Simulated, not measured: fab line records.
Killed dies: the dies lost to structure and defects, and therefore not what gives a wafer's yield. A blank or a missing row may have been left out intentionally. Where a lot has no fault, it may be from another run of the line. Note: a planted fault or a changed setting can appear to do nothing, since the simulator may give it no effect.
fab line records	flow nand-harc
[record] lots = 6	wafers = 18	last-day = 33
route steps=1302 shown P_M0@282 P_M1@285 END@1302
lots with no fault: from the same line, run without faults
start-h: the number of hours between the record's first day and the start of the first shown wafer of the lot	wait-h: hours since the lot's step before	" repeats the value in the row above	L1.1+2: one row covering several wafers at once	- either no value or no given start	* or withheld: withheld	< > ~ a bound
route shown NAME@n: NAME is a module with steps in the file, n the number in the route of the first one	usual: the fault-free wafers' mean and standard deviation	same: alike in all rows	chamber/n: place in a boat	sites: per-site readings	_std_site: the values' standard deviation	_edge_site: the outer-site mean with the inner-site mean subtracted	radius-mm: how far each site lies from the wafer's centre	mask NAME#n: copy n	behind: the last tool/chamber to shape the wafer	hold: why the lot was held/for how many hours/how that ended	device: transistor that didn't switch, given as n, p or np	end of line: the tests these same wafers got at the end of their route	a step without rows: its recipe alone	killed: count of dies lost to structure and defects at first sort (not the wafer's yield)	map: per-die view of a wafer (x killed, . not killed, _ where there is no die)
set.NAME: the setting as run; set.NAME@STEP: as run at that earlier step	model.NAME: the simulator's own value behind a step, which no gauge read
lots seen at some steps along the route; tables by step, rows by wafer
services: the hour from which a tool's chamber was out of use, counted from the record's first day as start-h (under 0 if before that day), plus the number of hours and why
[[steps]]
[step NHARC_P_M0_INSPECT_27]
[usual] raw-defect-count = 295/110
lot.wafer	tool	chamber	start-h	wait-h	raw-defect-count
L102.2	defect-inspect-01	-	135.40	0.0	565
L102.4	"	-	"	"	350
L102.5	"	-	"	"	239
L103.1	defect-inspect-01	-	143.64	0.0	322
L103.3	"	-	"	"	408
L103.6	"	-	"	"	316
L117.1	defect-inspect-01	-	290.18	0.0	309
L117.4	"	-	"	"	299
L117.6	"	-	"	"	226
L119.2	defect-inspect-01	-	300.13	0.0	205
L119.3	"	-	"	"	255
L119.4	"	-	"	"	396
L120.4	defect-inspect-02	-	313.28	0.0	445
L120.5	"	-	"	"	271
L120.6	"	-	"	"	460
L123.2	defect-inspect-01	-	350.98	0.0	297
L123.4	"	-	"	"	318
L123.5	"	-	"	"	231
[step NHARC_P_M0_PRE_CLEAN_31]
[recipe] time-s = 12	temp-c = 370	rf-power-w = 300	gas = NH3
[usual] heater-power-w = 670/62
lot.wafer	tool	chamber	start-h	wait-h	heater-power-w
L102.2	pecvd-04	0	135.83	0.4	662
L102.4	"	2	"	"	682
L102.5	"	2	"	"	703
L103.3	pecvd-02	0	143.72	0.1	660
L103.1	"	1	"	"	792
L103.6	"	1	"	"	788
L117.1	pecvd-04	0	290.25	0.1	755
L117.6	"	1	"	"	549
L117.4	"	2	"	"	711
L119.2	pecvd-04	0	300.20	0.1	723
L119.3	"	2	"	"	681
L119.4	"	2	"	"	667
L120.5	pecvd-04	1	313.38	0.1	609
L120.6	"	2	"	"	689
L120.4	"	0	"	"	696
L123.2	pecvd-03	1	351.07	0.1	690
L123.4	"	2	"	"	568
L123.5	"	1	"	"	712
[step NHARC_P_M0_DEP_32]
[recipe] target-thk-a = 300	temp-c = 370	target-thk-nm = 30	pressure-torr = 3	flow-sccm = 200	rf-w = 450	material = SiCN
[usual] heater-power-w = 616/66
lot.wafer	tool	chamber	start-h	wait-h	heater-power-w
L102.2	pecvd-04	0	135.95	0.1	645
L102.4	"	2	"	"	657
L102.5	"	2	"	"	664
L103.3	pecvd-02	0	143.83	0.1	550
L103.1	"	1	"	"	740
L103.6	"	1	"	"	730
L117.1	pecvd-04	0	290.33	0.1	603
L117.6	"	1	"	"	548
L117.4	"	2	"	"	558
L119.2	pecvd-04	0	300.28	0.1	634
L119.3	"	2	"	"	637
L119.4	"	2	"	"	633
L120.5	pecvd-04	1	313.55	0.2	544
L120.6	"	2	"	"	607
L120.4	"	0	"	"	692
L123.2	pecvd-03	1	351.21	0.1	665
L123.4	"	2	"	"	577
L123.5	"	1	"	"	663
[step NHARC_P_M1_DEP_00]
[recipe] target-thk-a = 1825	target-thk-nm = 182.5	temp-c = withheld	pressure-torr = 5	flow-sccm = 200	rf-w = 600	material = SiOC
[step NHARC_P_M1_DEHYDRATE_01]
[recipe] temp-c = 150	time-s = 120
[step NHARC_P_M1_HMDS_02]
[recipe] time-s = 30
[step NHARC_P_M1_COAT_34]
[recipe] temp-c = 200	time-s = 65
[step NHARC_P_M1_COAT_03]
[recipe] spin-rpm = 1500	resist-thk-nm = 90
[step NHARC_P_M1_SOFTBAKE_04]
[recipe] temp-c = 105	time-s = 55
[step NHARC_P_M1_EBR_05]
[step NHARC_P_M1_EXPOSE_06]
[recipe] na = 1.35	target-cd-nm = 130	dose-mj = 81.88	mask-id = P_M1
[step NHARC_P_M1_PEB_07]
[recipe] peb-temp-c = 100	peb-time-s = 65
[usual] heater-power-total-W = 156.7/0.42
lot.wafer	tool	chamber	start-h	wait-h	heater-power-total-W
L102.2	litho-track-04	0	137.24	0.1	156.3
L102.4	"	0	"	"	156.2
L102.5	"	0	"	"	157.0
L103.1	litho-track-01	0	144.83	0.1	157.1
L103.3	"	0	"	"	157.0
L103.6	"	0	"	"	157.0
L117.1	litho-track-01	0	291.49	0.1	156.2
L117.4	"	0	"	"	172.5
L117.6	"	0	"	"	155.9
L119.2	litho-track-06	0	301.33	0.1	156.3
L119.3	"	0	"	"	156.5
L119.4	"	0	"	"	156.4
L120.4	litho-track-01	0	314.59	0.0	173.5
L120.5	"	0	"	"	156.0
L120.6	"	0	"	"	156.2
L123.2	litho-track-04	0	352.17	0.1	157.1
L123.4	"	0	"	"	157.0
L123.5	"	0	"	"	157.2
[step NHARC_P_M1_DEVELOP_08]
[recipe] develop-time-s = 35	dev-temp-c = 23
[step NHARC_P_M1_CD_MEAS_09]
[recipe] target-cd-nm = 130	landing-energy-ev = 500
[usual] cd-nm = 129.9/0.57
lot.wafer	tool	chamber	start-h	wait-h	cd-nm
L102.2	cd-sem-03	0	137.32	-	131.3
L102.4	"	0	"	"	130.2
L102.5	"	0	"	"	131.4
L103.1	cd-sem-03	0	144.91	-	129.6
L103.3	"	0	"	"	129.6
L103.6	"	0	"	"	129.2
L117.1	cd-sem-01	0	291.56	-	129.4
L117.4	"	0	"	"	122.4
L117.6	"	0	"	"	129.9
L119.2	cd-sem-02	0	301.41	-	129.2
L119.3	"	0	"	"	129.0
L119.4	"	0	"	"	129.5
L120.4	cd-sem-03	0	314.67	-	123.2
L120.5	"	0	"	"	129.3
L120.6	"	0	"	"	129.3
L123.2	cd-sem-02	0	352.25	-	130.3
L123.4	"	0	"	"	130.5
L123.5	"	0	"	"	129.7
[step NHARC_P_M1_OVL_MEAS_10]
[recipe] pitch-nm = 260
[usual] overlay-x-nm = 0.2/0.88	overlay-y-nm = -0.1/0.7
lot.wafer	tool	chamber	start-h	wait-h	overlay-x-nm	overlay-y-nm
L102.2	overlay-02	-	137.41	-	-1.1	-1.2
L102.4	"	-	"	"	-1.4	-0.8
L102.5	"	-	"	"	-1.3	-0.3
L103.1	overlay-02	-	144.99	-	-0.6	-0.6
L103.3	"	-	"	"	-0.9	-0.7
L103.6	"	-	"	"	-0.6	-0.6
L117.1	overlay-02	-	291.65	-	0.3	-0.2
L117.4	"	-	"	"	0.1	-0.1
L117.6	"	-	"	"	0.2	-0.3
L119.2	overlay-01	-	301.50	-	-0.1	0.3
L119.3	"	-	"	"	0.1	0.5
L119.4	"	-	"	"	0.1	0.5
L120.4	overlay-02	-	314.75	-	1.0	-1.0
L120.5	"	-	"	"	0.3	-0.9
L120.6	"	-	"	"	0.6	-0.9
L123.2	overlay-02	-	352.34	-	-0.4	-0.4
L123.4	"	-	"	"	-0.6	-0.1
L123.5	"	-	"	"	-0.9	-0.4
[step NHARC_P_M1_INSPECT_11]
[usual] raw-defect-count = 4.7/2.7
lot.wafer	tool	chamber	start-h	wait-h	raw-defect-count
L102.2	defect-inspect-01	-	137.45	0.0	1
L102.4	"	-	"	"	3
L102.5	"	-	"	"	2
L103.1	defect-inspect-01	-	145.03	0.0	6
L103.3	"	-	"	"	3
L103.6	"	-	"	"	2
L117.1	defect-inspect-02	-	291.69	0.0	5
L117.4	"	-	"	"	3
L117.6	"	-	"	"	3
L119.2	defect-inspect-01	-	301.54	0.0	9
L119.3	"	-	"	"	3
L119.4	"	-	"	"	10
L120.4	defect-inspect-01	-	314.79	0.0	1
L120.5	"	-	"	"	4
L120.6	"	-	"	"	3
L123.2	defect-inspect-02	-	352.37	0.0	2
L123.4	"	-	"	"	0
L123.5	"	-	"	"	1
[step NHARC_P_M1_DESCUM_14]
[recipe] time-s = 3	o2-flow-sccm = 200	ar-flow-sccm = 0	bias-power-w = 0	chemistry = O2
[usual] drypump-motor-current-A = 5.7/0.52	oes-product-au = 1.000/0.01	rf-vpp-V = 58.0/0.89	showerhead-plenum-p-Torr = 1.96/0.063	throttle-valve-pct = 11.311/0.01
lot.wafer	tool	chamber	start-h	wait-h	drypump-motor-current-A	oes-product-au	rf-hours-counter-h	rf-vpp-V	showerhead-plenum-p-Torr	throttle-valve-pct	model.P_M1.cd-nm
L102.2	rie-diel-09	1	137.51	0.1	5.5	0.988	9	58.1	1.93	11.301	131.4
L102.4	"	3	"	"	5.4	0.993	10	57.9	2.01	11.306	130.7
L102.5	"	2	"	"	6.3	0.991	-	59.7	2.02	11.313	131.2
L103.1	rie-diel-05	3	145.10	0.1	5.0	1.002	7	57.9	1.96	11.311	129.3
L103.3	"	1	"	"	5.4	1.005	6	58.7	1.99	11.311	130.6
L103.6	"	3	"	"	5.0	1.001	-	57.0	1.96	11.309	129.1
L117.4	rie-diel-09	3	291.75	0.1	5.5	0.995	8	57.7	2.01	11.320	121.4
L117.1	"	0	"	"	6.4	0.987	8	58.2	1.91	11.320	129.4
L117.6	"	3	"	"	5.4	0.998	-	57.7	2.01	11.336	129.2
L119.4	rie-diel-05	2	301.61	0.1	6.4	0.999	5	58.2	2.05	11.318	128.9
L119.2	"	3	"	"	5.0	0.998	4	58.6	1.96	11.315	129.6
L119.3	"	0	"	"	5.0	0.982	5	58.3	1.85	11.313	128.7
L120.4	rie-diel-09	3	314.86	0.1	5.5	0.990	10	58.8	2.01	11.298	122.7
L120.5	"	2	"	"	6.3	0.991	-	57.9	2.01	11.305	129.2
L120.6	"	3	"	"	5.5	0.987	-	57.8	2.01	11.326	129
L123.4	rie-diel-09	3	352.43	0.1	5.4	0.988	2	58.0	2.01	11.305	130.6
L123.2	"	1	"	"	5.5	1.021	2	56.7	1.93	11.295	130.2
L123.5	"	0	"	"	6.3	0.987	-	59.1	1.91	11.299	129.8
[step NHARC_P_M1_ETCH_35]
[recipe] target-depth-a = 400	overetch-a = 120	time-s = 43.94	ion-energy-ev = 200	n2-flow-sccm = 150	h2-flow-sccm = 150	ar-flow-sccm = 0	rf-w = 400	bias-w = 150	chemistry = N2/H2
[usual] bias-w = 150.0/0.45	drypump-motor-current-A = 5.7/0.51	h2-flow-sccm = 150.0/0.4	oes-product-au = 1.002/0.0093	rf-vpp-V = 431.9/1.9	showerhead-plenum-p-Torr = 2.09/0.071	throttle-valve-pct = 14.170/0.0081
lot.wafer	tool	chamber	start-h	wait-h	bias-w	drypump-motor-current-A	h2-flow-sccm	oes-product-au	rf-hours-counter-h	rf-vpp-V	showerhead-plenum-p-Torr	throttle-valve-pct
L102.4	rie-diel-09	2	137.60	0.1	149.7	6.3	149.4	0.998	10	433.2	2.15	14.174
L102.2	"	3	"	"	149.9	5.5	150.1	0.983	10	432.6	2.14	14.163
L102.5	"	1	"	"	149.1	5.5	149.6	1.002	-	430.8	2.06	14.172
L103.1	rie-diel-05	1	145.18	0.1	150.2	5.5	150.8	1.001	6	431.2	2.13	14.176
L103.3	"	3	"	"	150.1	5.0	150.5	1.004	7	432.2	2.09	14.169
L103.6	"	2	"	"	150.3	6.4	149.9	1.011	-	435.1	2.19	14.176
L117.4	rie-diel-09	2	291.83	0.1	149.9	6.3	149.9	0.996	7	432.5	2.15	14.181
L117.1	"	0	"	"	149.9	6.3	149.7	1.001	8	432.5	2.03	14.149
L117.6	"	2	"	"	150.3	6.3	150.2	0.997	-	431.7	2.15	14.168
L119.2	rie-diel-05	0	301.68	0.1	149.8	5.0	150.0	0.988	5	429.2	1.97	14.165
L119.4	"	1	"	"	149.8	5.5	149.6	1.009	6	433.5	2.12	14.162
L119.3	"	3	"	"	150.1	5.0	150.6	0.997	4	432.2	2.09	14.156
L120.4	rie-diel-09	0	314.94	0.1	150.1	6.3	150.4	1.006	10	430.8	2.03	14.178
L120.5	"	3	"	"	150.0	5.4	150.5	1.004	-	434.3	2.14	14.181
L120.6	"	0	"	"	150.8	6.3	149.1	1.000	-	431.1	2.03	14.181
L123.4	rie-diel-09	0	352.52	0.1	149.8	6.3	149.8	1.010	2	431.7	2.03	14.179
L123.2	"	2	"	"	149.4	6.3	150.1	0.995	2	433.1	2.15	14.177
L123.5	"	0	"	"	150.4	6.3	149.7	0.996	-	431.6	2.03	14.164
[step NHARC_P_M1_ETCH_15]
[recipe] target-depth-a = 1825	time-s = 91.2	c4f8-flow-sccm = withheld	ar-flow-sccm = 400	rf-w = 600	bias-w = 300	chemistry = C4F8/Ar
[usual] bias-w = 299.8/0.91	oes-product-au = 0.954/0.023	rf-vpp-V = 442.4/2
lot.wafer	tool	chamber	start-h	wait-h	bias-w	oes-product-au	rf-hours-counter-h	rf-vpp-V
L102.4	rie-diel-09	0	-	-	299.0	0.918	10	440.7
L102.2	"	1	"	"	299.6	0.912	9	442.2
L102.5	"	0	"	"	299.3	0.919	-	441.1
L103.3	rie-diel-05	1	-	-	298.7	0.983	6	443.7
L103.1	"	2	"	"	300.7	0.966	8	445.3
L103.6	"	0	"	"	299.8	0.981	-	440.0
L117.4	rie-diel-09	0	-	-	300.9	0.920	8	442.1
L117.1	"	1	"	"	299.2	0.936	8	441.1
L117.6	"	2	"	"	299.6	0.917	-	442.4
L119.4	rie-diel-05	3	-	-	298.0	0.979	4	441.2
L119.2	"	0	"	"	301.6	0.990	5	437.1
L119.3	"	1	"	"	301.4	0.969	6	444.5
L120.4	rie-diel-09	1	-	-	299.9	0.975	10	441.6
L120.5	"	1	"	"	298.9	0.981	-	441.3
L120.6	"	2	"	"	300.0	0.959	-	443.8
L123.4	rie-diel-09	2	-	-	299.2	0.989	2	444.1
L123.2	"	3	"	"	298.9	0.953	2	443.8
L123.5	"	1	"	"	299.1	0.993	-	442.7
[step NHARC_P_M1_CD_MEAS_16]
[usual] cd-nm = 129.9/0.79
lot.wafer	tool	chamber	start-h	wait-h	cd-nm
L102.2	cd-sem-01	-	137.81	-	131.9
L102.4	"	-	"	"	131.3
L102.5	"	-	"	"	131.1
L103.1	cd-sem-03	-	145.40	-	128.4
L103.3	"	-	"	"	130.3
L103.6	"	-	"	"	129.7
L117.1	cd-sem-01	-	292.05	-	129.4
L117.4	"	-	"	"	121.1
L117.6	"	-	"	"	128.7
L119.2	cd-sem-02	-	301.91	-	129.5
L119.3	"	-	"	"	128.7
L119.4	"	-	"	"	128.9
L120.4	cd-sem-03	-	315.16	-	123.1
L120.5	"	-	"	"	129.2
L120.6	"	-	"	"	128.9
L123.2	cd-sem-03	-	352.74	-	130.3
L123.4	"	-	"	"	130.9
L123.5	"	-	"	"	129.6
[step NHARC_P_M1_STRIP_18]
[recipe] power-w = 1000	n2-flow-sccm = 150	h2-flow-sccm = 150	ar-flow-sccm = 0	bias-w = 0	chemistry = N2/H2
[usual] drypump-motor-current-A = 5.8/0.48	h2-flow-sccm = 150.0/0.43	oes-product-au = 1.001/0.008	rf-vpp-V = 91.0/0.83	showerhead-plenum-p-Torr = 2.09/0.067	throttle-valve-pct = 14.173/0.0089
[same] bias-w = 0
lot.wafer	tool	chamber	start-h	wait-h	drypump-motor-current-A	h2-flow-sccm	oes-product-au	rf-hours-counter-h	rf-vpp-V	showerhead-plenum-p-Torr	throttle-valve-pct
L102.2	rie-diel-09	3	137.91	0.1	5.4	150.8	0.976	10	91.2	2.14	14.175
L102.4	"	1	"	"	5.6	149.6	1.001	9	91.6	2.06	14.168
L102.5	"	3	"	"	5.4	150.2	1.005	-	90.5	2.14	14.160
L103.1	rie-diel-08	0	145.47	0.1	5.9	150.2	0.990	36	90.8	2.16	14.177
L103.3	"	3	"	"	6.3	150.6	0.997	36	91.3	1.92	14.176
L103.6	"	1	"	"	5.9	150.2	0.989	-	92.5	2.14	14.174
L117.1	rie-diel-08	3	292.18	0.1	6.3	150.2	1.000	25	89.8	1.91	14.186
L117.4	"	0	"	"	5.8	149.4	1.008	31	93.0	2.14	14.176
L117.6	"	2	"	"	5.8	150.9	1.009	-	90.8	2.13	14.171
L119.3	rie-diel-09	0	301.98	0.1	6.3	150.1	1.002	9	90.4	2.03	14.163
L119.4	"	1	"	"	5.6	149.8	1.009	9	90.1	2.06	14.176
L119.2	"	2	"	"	6.3	150.4	1.000	8	89.7	2.15	14.162
L120.4	rie-diel-05	2	315.31	0.1	6.4	150.1	1.000	6	92.9	2.19	14.179
L120.5	"	3	"	"	5.0	150.2	1.006	-	90.7	2.09	14.174
L120.6	"	0	"	"	5.0	149.9	0.999	-	91.8	1.97	14.174
L123.4	rie-diel-05	2	352.81	0.1	6.4	149.9	0.987	9	92.5	2.19	14.162
L123.2	"	1	"	"	5.5	149.6	1.004	10	91.2	2.12	14.175
L123.5	"	2	"	"	6.4	149.9	1.000	-	91.7	2.19	14.173
[step NHARC_P_M1_ETCH_28]
[recipe] target-depth-a = 300	over-etch-frac = 0.3	time-s = 72.99	ion-energy-ev = 150	cf4-flow-sccm = 50	n2-flow-sccm = 100	ar-flow-sccm = 150	rf-w = 300	bias-w = 100	chemistry = CF4/N2
[usual] bias-w = 100.0/0.33	drypump-motor-current-A = 5.8/0.48	oes-product-au = 1.000/0.0092	rf-vpp-V = 315.1/1.6	showerhead-plenum-p-Torr = 2.68/0.082	throttle-valve-pct = 19.794/0.0083
lot.wafer	tool	chamber	start-h	wait-h	bias-w	drypump-motor-current-A	oes-product-au	rf-hours-counter-h	rf-vpp-V	showerhead-plenum-p-Torr	throttle-valve-pct	model.P_M1.cd-nm
L102.4	rie-diel-09	3	-	-	100.0	5.5	1.000	10	316.7	2.75	19.789	131.3
L102.2	"	2	"	"	100.0	6.3	0.995	10	315.9	2.76	19.789	132.2
L102.5	"	0	"	"	100.4	6.3	0.979	-	315.0	2.62	19.784	131.2
L103.3	rie-diel-08	2	-	-	100.7	5.8	1.014	30	317.6	2.75	19.783	129.8
L103.1	"	0	"	"	100.3	5.8	0.989	36	317.4	2.77	19.800	129.5
L103.6	"	2	"	"	100.4	5.7	1.009	-	317.4	2.75	19.785	129.7
L117.4	rie-diel-08	2	-	-	100.2	5.7	1.022	26	315.8	2.73	19.794	120.7
L117.1	"	3	"	"	100.4	6.3	1.004	25	313.2	2.47	19.788	129.4
L117.6	"	2	"	"	100.1	5.8	1.014	-	315.8	2.73	19.796	128.9
L119.4	rie-diel-09	0	-	-	100.2	6.3	1.007	9	313.8	2.62	19.790	129.3
L119.2	"	1	"	"	99.7	5.6	1.005	9	313.4	2.65	19.812	129.1
L119.3	"	2	"	"	100.1	6.3	0.991	8	314.8	2.76	19.792	127.9
L120.4	rie-diel-05	0	-	-	100.1	5.0	0.994	6	312.0	2.55	19.804	123.5
L120.5	"	3	"	"	100.0	5.0	1.001	-	316.2	2.68	19.798	129.1
L120.6	"	0	"	"	99.5	5.0	0.987	-	313.2	2.55	19.799	128.7
L123.2	rie-diel-05	2	-	-	99.7	6.4	1.004	9	315.9	2.80	19.789	130.8
L123.4	"	1	"	"	100.4	5.5	1.016	10	315.0	2.72	19.792	131.1
L123.5	"	2	"	"	100.0	6.4	1.001	-	316.8	2.80	19.790	130
[step NHARC_P_M1_STRIP_19]
[recipe] time-s = 600	temp-c = 30	chemistry = post-etch-residue-remover
[step NHARC_END_SORT_01]
[recipe] temp-c = 25
[usual] defect-limited-yield = 90.6/2.3	killed-at-array = 59/16	killed-at-other = 0.8/1.1	killed-at-periphery = 3.6/2.4	killed-dies = 64/16	killed-open = 3.4/1.8	killed-short = 2.5/1.6
[same] gross-dies = 677
lot.wafer	tool	chamber	start-h	wait-h	defect-limited-yield[%]	killed-at-array	killed-at-other	killed-at-periphery	killed-dies	killed-open	killed-short
L119.2	prober-02	0	742.00	2.8	93.6	30	2	11	43	3	0
L119.3	prober-02	0	742.79	3.1	91.6	52	1	4	57	5	1
L119.4	prober-02	0	743.58	3.4	90.4	57	1	7	65	2	2
L120.4	prober-01	0	755.73	3.4	92.8	49	0	0	49	3	0
L120.5	prober-01	0	756.52	3.6	90.5	64	0	0	64	3	2
L120.6	prober-01	0	757.30	3.9	91.4	55	0	3	58	4	1
L123.2	prober-01	0	780.24	2.8	91.1	58	0	2	60	5	2
L123.4	prober-01	0	781.86	3.4	88.3	75	0	4	79	7	1
L123.5	prober-01	0	782.67	3.7	90.1	65	0	2	67	3	3
// killed by level:class
L119.2 A_CHANNEL_HOLE_D1:chamber-film-flake=20 P_M2:chamber-film-flake=4 P_ZERO_WELL:chamber-film-flake=3 P_GATE:chamber-film-flake=3 A_SLIT:chamber-film-flake=3 A_STAIRCASE:chamber-film-flake=3 A_CONTACT:chamber-film-flake=2 P_GATE:geometric-particle:open=1
L119.3 A_CHANNEL_HOLE_D1:chamber-film-flake=33 A_SLIT:chamber-film-flake=4 P_ZERO_WELL:chamber-film-flake=3 A_WL_FILL:chamber-film-flake=3 A_ONON_D1:geometric-particle:open=2 A_CHANNEL_FILL_D2:geometric-particle:open=2 A_STAIRCASE:chamber-film-flake=2 A_CONTACT:chamber-film-flake=2
L119.4 A_CHANNEL_HOLE_D1:chamber-film-flake=34 A_CONTACT:chamber-film-flake=6 A_SLIT:chamber-film-flake=5 A_STAIRCASE:chamber-film-flake=5 P_GATE:chamber-film-flake=4 P_M2:chamber-film-flake=2 A_WL_FILL:chamber-film-flake=2 P_M0:geometric-particle:open=1
L120.4 A_SLIT:chamber-film-flake=28 A_CHANNEL_HOLE_D1:chamber-film-flake=9 A_CHANNEL_HOLE_D2:chamber-film-flake=3 A_CONTACT:chamber-film-flake=3 A_CHANNEL_FILL_D2:geometric-particle:open=2 A_STAIRCASE:geometric-particle:open=1 A_ZERO_WELL:chamber-film-flake=1 A_STAIRCASE:chamber-film-flake=1
L120.5 A_SLIT:chamber-film-flake=38 A_CHANNEL_HOLE_D1:chamber-film-flake=13 A_CHANNEL_HOLE_D2:chamber-film-flake=3 A_CONTACT:chamber-film-flake=2 A_CHANNEL_FILL_D1:geometric-particle:open=1 A_ONON_D2:geometric-particle:short=1 A_STAIRCASE:geometric-particle:open=1 A_CONTACT:geometric-particle:open=1
L120.6 A_SLIT:chamber-film-flake=32 A_CHANNEL_HOLE_D1:chamber-film-flake=13 A_CONTACT:chamber-film-flake=3 A_CHANNEL_HOLE_D2:chamber-film-flake=2 A_STAIRCASE:chamber-film-flake=2 P_GATE:geometric-particle:open=1 P_CONTACT:geometric-particle:open=1 A_SOURCE_PLATE:geometric-particle:open=1
L123.2 A_CHANNEL_HOLE_D2:chamber-film-flake=24 A_CHANNEL_HOLE_D1:chamber-film-flake=11 A_CONTACT:chamber-film-flake=6 A_SLIT:chamber-film-flake=4 A_STAIRCASE:chamber-film-flake=3 A_M1:chamber-film-flake=3 A_CHANNEL_FILL_D2:chamber-film-flake=2 P_CONTACT:geometric-particle:open=1
L123.4 A_CHANNEL_HOLE_D2:chamber-film-flake=30 A_CONTACT:chamber-film-flake=10 A_CHANNEL_HOLE_D1:chamber-film-flake=9 A_STAIRCASE:chamber-film-flake=7 A_SLIT:chamber-film-flake=6 A_M1:chamber-film-flake=6 P_STI:geometric-particle:open=1 P_M0:geometric-particle:open=1
L123.5 A_CHANNEL_HOLE_D2:chamber-film-flake=23 A_CHANNEL_HOLE_D1:chamber-film-flake=13 A_CONTACT:chamber-film-flake=10 A_SLIT:chamber-film-flake=8 A_STAIRCASE:chamber-film-flake=6 P_CONTACT:geometric-particle:short=1 P_M0:geometric-particle:open=1 A_ONON_D1:geometric-particle:short=1
[[services]]
tool	chamber	start-h	hours	kind
pecvd-03	1	117.70	6.1	repair
pecvd-04	2	126.83	2.4	repair
rie-diel-05	0	130.62	3.1	repair
pecvd-04	1	133.09	7.7	repair
rie-diel-08	-	138.10	2.1	repair
rie-diel-09	-	143.10	9.0	pm
litho-track-01	-	155.00	7.0	pm
rie-diel-09	-	158.59	0.2	repair
rie-diel-08	-	159.08	1.3	repair
rie-diel-08	-	194.69	9.0	pm
rie-diel-09	2	224.57	11.0	repair
rie-diel-05	-	229.60	9.0	pm
rie-diel-08	0	242.30	1.6	repair
rie-diel-09	1	254.00	2.1	repair
rie-diel-09	2	254.46	2.9	repair
pecvd-04	1	261.40	6.8	repair
pecvd-04	-	269.37	13.0	pm
rie-diel-08	0	297.13	25.0	repair
rie-diel-09	0	297.54	1.7	repair
rie-diel-08	2	297.85	14.8	repair
rie-diel-05	2	318.10	5.7	repair
rie-diel-09	-	320.10	9.0	pm
litho-track-01	-	330.00	7.0	pm
rie-diel-08	1	345.55	2.6	repair
[[key]]
[first-sign] step = NHARC_P_M1_PEB_07	reading = heater-power-total-W	direction = up	sigmas = 39	usual = *	struck = *
[effect] step = NHARC_P_M1_CD_MEAS_09	reading = cd-nm	direction = down	sigmas = 12	usual = 129.9	struck = 122.8
[effect] step = NHARC_P_M1_CD_MEAS_16	reading = cd-nm	direction = down	sigmas = 10	usual = 129.9	struck = 122.1
[model-effect] step = NHARC_P_M1_DESCUM_14	value = P_M1.cd-nm	without = 128.8	struck = 122
[model-effect] step = NHARC_P_M1_ETCH_28	value = P_M1.cd-nm	without = 128.9	struck = 122.1
met-at NHARC_P_M1_PEB_07
struck-wafers L117.4,L120.4
onset-between 144.83 291.49
[fault] kind = process-parameter-drift	tool = litho-track-01	chamber = -	onset-h = 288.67	steps = NHARC_P_M1_PEB_07	channel = peb-time-s	offset = *	shape = step	end-h = 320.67	scope = struck-wafers-only	acts-in = *	stated = *
